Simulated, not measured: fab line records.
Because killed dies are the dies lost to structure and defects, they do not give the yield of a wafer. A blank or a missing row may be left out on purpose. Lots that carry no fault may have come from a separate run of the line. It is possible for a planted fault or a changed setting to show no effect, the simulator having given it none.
Matching of chambers | flow nand harc | NHARC_A_WL_FILL_ALD_00 on ald hk-02: 4 sister chambers
The step deposits Al2O3, target thk 3 nm, pulse time 3 s, ald cycles 30. 4 wafers are shown with their chamber, then 6 later ones without.

WAFERS, EACH WITH ITS CHAMBER
wafer  | chamber | heater power w (W)
L486.4 | 3       | 462
L487.6 | 1       | 451
L498.1 | 0       | 384
L498.3 | 2       | 422

WAFERS WITHOUT THEIR CHAMBER
wafer  | heater power w (W)
L500.2 | 424
L500.4 | 486
L500.6 | 422
L502.1 | 455
L502.5 | 463
L502.6 | 372

WHICH CHAMBER EACH ONE RAN IN
wafer  | from the rows above     | in truth
L500.2 | 2                       | 2
L500.4 | can't be placed: 3 or 1 | 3
L500.6 | 2                       | 2
L502.1 | can't be placed: 1 or 3 | 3
L502.5 | can't be placed: 3 or 1 | 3
L502.6 | 0                       | 0
Correct placement for 3 of the 6. Can't be placed from these rows: 3 (the true chamber is among the candidates in 3). 0 placed wrongly.
How it was worked out, from the rows above alone: a wafer's distance from a chamber is the root of the sum, over the readings, of the square of ((its reading less the chamber's mean) divided by the reading's scatter). If the next closest chamber is less than 2 further off than the closest, the wafer can't be placed; otherwise it belongs to the closest. Each chamber's mean is taken over the wafers shown for it. The scatter: with one shown wafer a chamber, the root of the mean of the squares of how far each hidden wafer lies from its nearest shown one.
